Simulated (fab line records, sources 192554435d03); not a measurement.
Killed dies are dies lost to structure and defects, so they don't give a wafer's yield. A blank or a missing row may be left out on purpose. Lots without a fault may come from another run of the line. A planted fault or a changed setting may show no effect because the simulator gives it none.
fab line records | flow n5_finfet
record lots=5 wafers=15 last_day=16
route steps=1938 shown SD_EPI_P@319 SD_ACTIVATION@330 ILD0@335 SDB@347 BEOL_M4@1111 PASSIVATION@1936
lots that met no fault: from a run of the same line without faults
start_h: hours from the record's first day to the start of the lot's first wafer shown | wait_h: hours since the lot's step before | " the same as in the row above | L1.1+2: a row that stands for several wafers | - no value, or no start given | * or withheld: withheld | < > ~ a bound
route shown NAME@n: a module of which the file shows steps, and the number in the route of the first | usual: mean/standard deviation of fault-free wafers | same: alike in all rows | chamber/n: place in a boat | sites: the reading at each site | _std_site: their standard deviation | _edge_site: outer sites' mean less inner sites' | radius_mm: how far each site lies from the wafer's centre | mask NAME#n: copy n | behind: the tool/chamber that last shaped the wafer | hold: why the lot was held/for how many hours/how that ended | device: the transistor (n, p or np) that didn't switch | end of line: the same wafers' tests at the end of the route | a step without rows: its recipe alone | killed: dies lost to structure and defects at the first sort, not the wafer's yield | map: a wafer's dies, x killed, . not, _ none there
set.NAME: the setting as run; set.NAME@STEP: as run at that earlier step | model.NAME: the simulator's own value behind a step, which no gauge read
lots at some steps of the route; a table a step, a row a wafer
services: from which hour (start_h, from the record's first day; less than 0 if before it) a tool's chamber was out of use, for how many hours, and why
## steps
# step N5_SD_EPI_P_PRECLEAN_51
# recipe chemistry=NF3:NH3 afs_cycles=1 temp_c=30 time_s=20 sublimation_temp_c=180 sublimation_time_s=60 pressure_torr=3 rf_power_w=30
# step N5_SD_EPI_P_VAPOR_ETCH_44
# recipe chemistry=NF3/Ar target=SiGe30 temp_c=25 time_s=3.3 mode=isotropic
# step N5_SD_EPI_P_EPI_21
# recipe material=SiGe:B dopant=B temp_c=550 pressure_torr=20 ambient=H2 time_s=355
# step N5_SD_EPI_P_HM_STRIP_48
# recipe chemistry=H3PO4 temp_c=160 material=SiNx target=SiNx target_depth_a=30 overetch_fraction=0.3
# step N5_SD_EPI_P_SRD_49
# recipe dry=ipa_marangoni time_s=30 temp_c=23 rinse_liquid=diw
# step N5_SD_EPI_P_PRECLEAN_24
# recipe chemistry=O3/DIW time_s=45 temp_c=22 o3_ppm=10
# step N5_SD_EPI_P_PRECLEAN_32
# recipe chemistry=dHF time_s=10 dilution=500:1 temp_c=25
# step N5_SD_EPI_P_PRECLEAN_33
# recipe chemistry=SC2 time_s=45 temp_c=35 mix=1:1:50
# step N5_SD_EPI_P_SRD_25
# recipe time_s=30 temp_c=23 rinse_liquid=diw dry=ipa_marangoni
# step N5_SD_ACTIVATION_RTA_00
# recipe temp_c=975 time_s=0 ambient=N2 idle_temp_c=600 ramp_up_c_per_s=150 ramp_down_c_per_s=60 cool_to_c=600
# step N5_SD_ACTIVATION_LSA_01
# recipe temp_c=1080 time_s=0.0008 ambient=N2
# usual wafer_temp_C_max=1086.8/2
# same time_s=0.0008
# columns lot.wafer tool chamber start_h wait_h wafer_temp_C_max
L745.1 laser_anneal-01 0 58.75 0.2 1086.1
L745.5 " 0 " " 1090.2
L745.6 " 0 " " 1088.0
L753.1 laser_anneal-01 0 104.55 0.2 1088.0
L753.3 " 0 " " 1087.9
L753.5 " 0 " " 1089.3
L762.2 laser_anneal-01 0 159.20 0.2 1073.9
L762.5 " 0 " " 1070.9
L762.6 " 0 " " 1072.1
L763.1 laser_anneal-01 0 166.28 0.2 1072.1
L763.3 " 0 " " 1073.3
L763.5 " 0 " " 1075.4
L766.3 laser_anneal-01 0 183.14 0.2 1072.9
L766.5 " 0 " " 1072.5
L766.6 " 0 " " 1071.1
# step N5_SD_ACTIVATION_RS_MEAS_03
# recipe thk_meas_gauge=four-point-probe
# usual RS_SD_N=22.0/0.33 RS_SD_P=56.2/0.92
# columns lot.wafer tool chamber start_h wait_h RS_SD_N[ohm/sq] RS_SD_P[ohm/sq]
L745.1 film_metro-02 - 58.95 0.2 21.7 54.7
L745.5 " - " " 22.1 55.6
L745.6 " - " " 22.1 56.0
L753.1 film_metro-02 - 104.75 0.2 22.6 55.5
L753.3 " - " " 22.3 55.6
L753.5 " - " " 22.6 55.9
L762.2 film_metro-02 - 159.40 0.2 23.9 56.6
L762.5 " - " " 23.8 57.1
L762.6 " - " " 23.7 57.1
L763.1 film_metro-01 - 166.49 0.2 23.5 58.6
L763.3 " - " " 23.5 57.6
L763.5 " - " " 23.1 57.2
L766.3 film_metro-02 - 183.32 0.2 23.5 55.6
L766.5 " - " " 23.3 55.9
L766.6 " - " " 23.5 55.4
# step N5_ILD0_LINER_00
# recipe material=SiNx target_thk_a=40 temp_c=400 ald_precursor_family=SiH2I2 ald_co_reactant=N2/H2-plasma pulse_time_s=1 purge_time_s=2 co_reactant_purge_time_s=2 ald_cycles=80 pressure_torr=2
# step N5_ILD0_FCVD_FILL_01
# recipe material=SiO2_flowable target_thk_a=2000 temp_c=100 pressure_torr=0.8 rf_w=2000 time_s=328.3
# step N5_ILD0_CURE_02
# recipe temp_c=450 time_s=1800 ambient=steam idle_temp_c=400 ramp_up_c_per_min=5 ramp_down_c_per_min=3 densification_p_h2o_torr=640
# step N5_ILD0_CMP_03
# recipe stop_on=SiNx t_overpolish_s=1.9 post_cmp_clean=alkaline_brush down_force_psi=4.1491 platen_rpm=51.796 pad_velocity_m_s=1.0306 target_thk_nm=197.38
# step N5_ILD0_CMP_07
# recipe stop_on=poly-Si material=SiO2_flowable t_overpolish_s=1.18 post_cmp_clean=alkaline_brush down_force_psi=4.1491 platen_rpm=51.796 pad_velocity_m_s=1.0306 target_thk_nm=138.88
# step N5_ILD0_PRECLEAN_10
# recipe chemistry=NF3:NH3 afs_cycles=5 time_s=20 temp_c=30 sublimation_temp_c=180 sublimation_time_s=60 pressure_torr=3 rf_power_w=30
# step N5_ILD0_ALD_15
# recipe material=SiNx target_thk_a=240 temp_c=400 ald_precursor_family=SiH2I2 ald_co_reactant=N2/H2-plasma pulse_time_s=1 ald_cycles=480 purge_time_s=2 co_reactant_purge_time_s=2 pressure_torr=2
# step N5_ILD0_CMP_12
# recipe stop_on=poly-Si material=SiNx t_overpolish_s=6 post_cmp_clean=alkaline_brush down_force_psi=2.5 platen_rpm=51.8 pad_velocity_m_s=1.0307 target_thk_nm=17.67
# step N5_SDB_HM_DEP_00
# recipe material=SiNx target_thk_a=400 temp_c=400 precursor=SiH4/NH3/N2 pressure_torr=1.5 rf_w=300 time_s=35.3
# step N5_SDB_COAT_03
# recipe resist=SOC temp_c=250 time_s=60 spin_rpm=1500 resist_thk_nm=100
# step N5_SDB_COAT_04
# recipe resist=SiARC temp_c=220 time_s=60 spin_rpm=1500 resist_thk_nm=18
# step N5_SDB_COAT_05
# recipe resist=CAR-ArF spin_rpm=1500 resist_thk_nm=90
# step N5_SDB_EBR_07
# recipe solvent=PGMEA ebr_width_mm=1.5
# step N5_SDB_SOFTBAKE_06
# recipe temp_c=110 time_s=60 resist=CAR-ArF
# step N5_SDB_EXPOSE_08
# recipe mask_id=SDB na=1.35 source_shape=conventional sigma_outer=0.5 polarization=unpolarized dose_mj=49.6
# step N5_SDB_PEB_09
# recipe peb_temp_c=withheld peb_time_s=60 resist=CAR-ArF
# step N5_SDB_DEVELOP_10
# recipe develop_time_s=30 developer=TMAH resist=CAR-ArF rinse_liquid=diw dry=air_spin dev_temp_c=23
# step N5_SDB_DESCUM_16
# recipe chemistry=O2 time_s=7.9 source_power_w=50 bias_power_w=20 pressure_mtorr=20 rf_frequency_hz=2.712e+07 temp_c=40 resist=CAR-ArF o2_flow_sccm=225
# step N5_SDB_ETCH_17
# recipe chemistry=CF4 target=SiARC target_depth_a=234 mask_material=CAR-ArF time_s=39 ion_energy_ev=80 pressure_mtorr=40 source_w=545 bias_w=36 Ar_flow_sccm=100 cf4_flow_sccm=100 ends=cleared
# step N5_BEOL_M4_RC_MEAS_101
# usual DIBL_N=36.3/1.6 DIBL_P=36.2/2.1 IOFF_N=0.16/0.031 IOFF_P=0.21/0.034 ION_N=673/11 ION_P=461/7.4 RC_DENSE_N=18.9/0.44 RC_N=15.4/0.35 RS_SD_N=28.5/0.41 SS_N=71.6/0.55 SS_P=73.3/0.66 VT_N=251/3.2 VT_P=-251/3.5
# columns lot.wafer tool chamber start_h wait_h DIBL_N[mV/V] DIBL_P[mV/V] IOFF_N[nA/um] IOFF_P[nA/um] ION_N[uA/um] ION_P[uA/um] RC_DENSE_N[ohm.um] RC_N[ohm.um] RS_SD_N[ohm/sq] SS_N[mV/dec] SS_P[mV/dec] VT_N[mV] VT_P[mV]
L745.1 prober-02 0 156.85 0.0 35.8 34.0 0.15 0.20 670 462 19.1 15.4 28.2 72.1 72.6 250 -251
L745.5 " 0 " " 36.9 36.3 0.18 0.24 691 473 18.9 15.3 28.6 71.9 73.8 250 -249
L745.6 " 0 " " 35.4 33.8 0.13 0.19 664 464 18.9 15.5 28.6 71.0 73.4 252 -251
L753.1 prober-01 0 209.63 0.0 35.7 34.9 0.15 0.21 682 469 18.9 15.4 29.4 70.8 72.8 251 -251
L753.3 " 0 " " 37.0 35.3 0.17 0.23 684 473 19.0 15.5 29.1 71.1 73.0 247 -248
L753.5 " 0 " " 37.6 36.1 0.18 0.24 678 467 18.8 15.3 29.4 71.8 72.9 249 -249
L762.2 prober-02 0 253.97 0.2 38.1 35.8 0.18 0.23 672 459 19.9 16.3 30.5 71.9 73.5 252 -250
L762.5 " 0 " " 37.0 35.0 0.15 0.21 671 469 20.2 16.4 30.2 71.2 73.6 250 -252
L762.6 " 0 " " 35.8 32.7 0.13 0.17 654 452 20.2 16.5 30.5 71.4 72.9 255 -255
L763.1 prober-01 0 261.67 0.0 39.3 40.3 0.22 0.26 686 466 20.9 16.9 30.1 72.4 75.0 247 -250
L763.3 " 0 " " 41.0 40.7 0.25 0.26 691 462 20.7 16.9 30.2 72.7 74.6 244 -248
L763.5 " 0 " " 39.3 39.9 0.22 0.26 698 476 20.5 16.9 29.9 71.8 74.7 245 -248
L766.3 prober-01 0 281.29 0.3 38.1 38.4 0.17 0.22 673 458 20.1 16.4 30.2 71.5 73.7 250 -251
L766.5 " 0 " " 35.8 35.4 0.13 0.19 657 454 20.1 16.5 30.1 72.1 73.5 254 -254
L766.6 " 0 " " 36.4 34.8 0.13 0.17 658 447 19.3 15.6 30.1 71.9 73.2 255 -254
# step N5_PASSIVATION_PROBE_49
# usual defect_limited_yield=91.5/1.5 killed_at_M0_to_M3=32/9.4 killed_at_M4_up=12/5.1 killed_at_contacts=11/7.4 killed_at_front_end=41/11 killed_at_other=3.4/2.5 killed_dies=100/17 killed_open=65/14 killed_short=33/7 sort_bin_4_leakage=0.00/0.01 sort_bin_5_function=4.9/0.96 sort_bin_6_memory=3.1/0.7 sort_n_pass=1080/17 sort_yield_pct=91.5/1.5
# same gross_dies=1180 killed_at_back_side=0 sort_bin_8_speed[%]=0
# columns lot.wafer tool chamber start_h wait_h defect_limited_yield[%] killed_at_M0_to_M3 killed_at_M4_up killed_at_contacts killed_at_front_end killed_at_other killed_dies killed_open killed_short sort_bin_4_leakage[%] sort_bin_5_function[%] sort_bin_6_memory[%] sort_n_pass sort_yield_pct[%]
L745.1 prober-02 - 251.34 0.0 90.2 34 14 4 59 5 116 66 42 0 4.6 4.7 1064 90.2
L745.5 prober-02 - 251.54 0.2 89.9 37 16 13 48 5 119 84 33 0 5.4 4.3 1061 89.9
L745.6 prober-02 - 251.59 0.3 91.2 30 15 11 45 3 104 69 32 0 5.7 2.9 1076 91.2
L753.1 prober-02 - 304.40 0.0 91.6 22 13 13 48 3 99 62 28 0 4.2 3.0 1081 91.6
L753.3 prober-02 - 304.50 0.1 90.8 45 7 15 40 2 109 63 36 0 4.8 3.2 1071 90.8
L753.5 prober-02 - 304.60 0.2 91.6 24 11 15 44 5 99 53 46 0 4.3 3.6 1081 91.6
L762.2 prober-02 - 351.04 0.1 92.8 28 7 5 42 3 85 51 27 0 3.8 2.8 1095 92.8
L762.5 prober-02 - 351.19 0.2 91.5 35 19 2 41 3 100 52 38 0 4.1 3.1 1080 91.5
L762.6 prober-02 - 351.24 0.3 90.9 30 29 11 24 13 107 65 41 0 5.4 3.3 1073 90.9
L763.1 prober-01 - 351.80 0.0 91.9 33 14 7 39 3 96 53 43 0 4.8 2.9 1084 91.9
L763.3 prober-01 - 351.90 0.1 94.2 25 3 13 28 0 69 46 23 0.08 3.1 2.5 1110 94.1
L763.5 prober-01 - 352.00 0.2 91.9 25 11 12 47 0 95 61 34 0 4.4 3.6 1085 91.9
L766.3 prober-01 - 385.27 0.1 90.4 41 9 13 44 6 113 65 35 0 5.2 3.1 1067 90.4
L766.5 prober-01 - 385.37 0.2 89.7 53 19 16 31 3 122 82 39 0 6.8 3.1 1058 89.7
L766.6 prober-01 - 385.42 0.3 89.2 34 20 13 58 2 127 89 26 0 6.3 3.5 1053 89.2
# killed by level:class
L745.1 STI_FIN_REVEAL:geometric_particle:open=22 BEOL_M2:geometric_particle:open=9 BEOL_M0_SAQP:geometric_particle:short=8 FIN_SAQP:geometric_particle:open=7 FIN_SAQP:geometric_particle:short=6 ILD0:geometric_particle:short=6 BEOL_M4:geometric_particle:open=6 STI_FIN_REVEAL:geometric_particle:short=5
L745.5 FIN_SAQP:geometric_particle:short=12 BEOL_M3:geometric_particle:open=11 MOL_CONTACT_COAG:geometric_particle:open=11 STI_FIN_REVEAL:geometric_particle:open=10 BEOL_M0_SAQP:geometric_particle:open=9 FIN_SAQP:geometric_particle:open=8 BEOL_M4:geometric_particle:open=6 BEOL_M2:geometric_particle:open=4
L745.6 FIN_SAQP:geometric_particle:open=13 FIN_SAQP:geometric_particle:short=9 BEOL_M0_SAQP:geometric_particle:open=9 BEOL_M4:geometric_particle:open=8 MOL_CONTACT_COAG:geometric_particle:open=7 BEOL_M3:geometric_particle:open=7 STI_FIN_REVEAL:geometric_particle:open=6 BEOL_M0_SAQP:geometric_particle:short=5
L753.1 MOL_CONTACT_COAG:geometric_particle:open=11 DUMMY_GATE:geometric_particle:open=10 FIN_SAQP:geometric_particle:short=9 HKMG_FIN:area_etch=9 BEOL_M3:geometric_particle:open=8 BEOL_M2:geometric_particle:open=8 FIN_SAQP:geometric_particle:open=7 STARTING-WAFER:geometric_particle:short=4
L753.3 MOL_CONTACT_COAG:geometric_particle:open=11 BEOL_M0_SAQP:geometric_particle:short=10 FIN_SAQP:geometric_particle:open=9 BEOL_M1:geometric_particle:open=9 BEOL_M2:geometric_particle:open=9 HKMG_FIN:area_etch=9 BEOL_M0_SAQP:geometric_particle:open=7 FIN_SAQP:geometric_particle:short=4
L753.5 MOL_CONTACT_COAG:geometric_particle:open=12 FIN_SAQP:geometric_particle:short=8 GATE_CUT:geometric_particle:short=7 BEOL_M5:geometric_particle:open=6 STI_FIN_REVEAL:geometric_particle:open=5 STARTING-WAFER:geometric_particle:short=5 FIN_SAQP:geometric_particle:open=4 BEOL_M1:geometric_particle:short=4
L762.2 FIN_SAQP:geometric_particle:open=11 BEOL_M0_SAQP:geometric_particle:open=9 HKMG_FIN:area_etch=6 STI_FIN_REVEAL:geometric_particle:open=5 GATE_CUT:geometric_particle:short=5 MOL_CONTACT_COAG:geometric_particle:open=4 BEOL_M1:geometric_particle:short=4 BEOL_M1:geometric_particle:open=4
L762.5 FIN_SAQP:geometric_particle:short=9 HKMG_FIN:area_etch=9 FIN_SAQP:geometric_particle:open=8 BEOL_M0_SAQP:geometric_particle:short=8 BEOL_M3:geometric_particle:open=7 ILD0:geometric_particle:short=5 BEOL_M0_SAQP:geometric_particle:open=5 BEOL_M1:geometric_particle:open=5
L762.6 BEOL_M4:geometric_particle:open=14 MOL_CONTACT_COAG:geometric_particle:open=9 BEOL_M0_SAQP:geometric_particle:open=6 BEOL_M1:geometric_particle:open=5 PAD_METAL:geometric_particle:short=5 FIN_SAQP:geometric_particle:short=4 GATE_CUT:geometric_particle:short=4 MIM_TOP:geometric_particle:short=4
L763.1 FIN_SAQP:geometric_particle:short=9 GATE_CUT:geometric_particle:short=8 STI_FIN_REVEAL:geometric_particle:open=7 BEOL_M0_SAQP:geometric_particle:short=7 MOL_CONTACT_COAG:geometric_particle:open=6 BEOL_M2:geometric_particle:open=6 BEOL_M5:geometric_particle:open=5 DUMMY_GATE:geometric_particle:open=5
L763.3 MOL_CONTACT_COAG:geometric_particle:open=10 FIN_SAQP:geometric_particle:open=7 STI_FIN_REVEAL:geometric_particle:open=7 BEOL_M3:geometric_particle:open=7 BEOL_M0_SAQP:geometric_particle:short=5 DUMMY_GATE:geometric_particle:open=4 BEOL_M2:geometric_particle:open=4 BEOL_M0_SAQP:geometric_particle:open=4
L763.5 MOL_CONTACT_COAG:geometric_particle:open=11 STI_FIN_REVEAL:geometric_particle:open=8 FIN_SAQP:geometric_particle:short=7 GATE_CUT:geometric_particle:short=7 BEOL_M2:geometric_particle:open=6 BEOL_M0_SAQP:geometric_particle:short=5 BEOL_M0_SAQP:geometric_particle:open=5 BEOL_M3:geometric_particle:open=5
L766.3 BEOL_M3:geometric_particle:open=17 HKMG_FIN:area_etch=10 FIN_SAQP:geometric_particle:open=8 MOL_CONTACT_COAG:geometric_particle:open=8 BEOL_M0_SAQP:geometric_particle:open=7 DUMMY_GATE:geometric_particle:open=6 PASS1_CAP:geometric_particle:short=5 FIN_SAQP:geometric_particle:short=4
L766.5 MOL_CONTACT_COAG:geometric_particle:open=14 BEOL_M2:geometric_particle:open=12 BEOL_M3:geometric_particle:open=10 BEOL_M0_SAQP:geometric_particle:open=8 FIN_SAQP:geometric_particle:open=6 BEOL_M0_SAQP:geometric_particle:short=6 BEOL_M7:geometric_particle:open=6 BEOL_M3:geometric_particle:short=6
L766.6 FIN_SAQP:geometric_particle:open=10 BEOL_M4:geometric_particle:open=10 HKMG_FIN:area_etch=10 BEOL_M3:geometric_particle:open=9 MOL_CONTACT_COAG:geometric_particle:open=9 BEOL_M0_SAQP:geometric_particle:open=9 DUMMY_GATE:geometric_particle:open=8 STI_FIN_REVEAL:geometric_particle:open=7
## services
# columns tool chamber start_h hours kind
laser_anneal-01 - 175.95 3.4 repair
## key
first_sign step=N5_SD_ACTIVATION_LSA_01 reading=wafer_temp_C_max direction=down sigmas=7.2 usual=* struck=*
effect step=N5_SD_ACTIVATION_RS_MEAS_03 reading=RS_SD_N direction=up sigmas=4.6 usual=22.0 struck=23.5
effect step=N5_BEOL_M4_RC_MEAS_101 reading=RS_SD_N direction=up sigmas=4.1 usual=28.5 struck=30.2
effect step=N5_BEOL_M4_RC_MEAS_101 reading=RC_N direction=up sigmas=3.1 usual=15.4 struck=16.5
effect step=N5_BEOL_M4_RC_MEAS_101 reading=RC_DENSE_N direction=up sigmas=3 usual=18.9 struck=20.2
met_at N5_SD_ACTIVATION_LSA_01
struck_wafers L762.2,L762.5,L762.6,L763.1,L763.3,L763.5,L766.3,L766.5,L766.6
baseline_loss step=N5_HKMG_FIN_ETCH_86 wafers=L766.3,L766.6
onset_between 104.55 159.20
fault kind=process_parameter_drift tool=laser_anneal-01 chamber=- onset_h=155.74 steps=N5_SD_ACTIVATION_LSA_01 channel=temp_c offset=* shape=step end_h=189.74 stated=*
# baseline_loss: these wafers lose ten dies or more at that step, a loss of the line's own and not of a fault; the sort's usual values leave them out
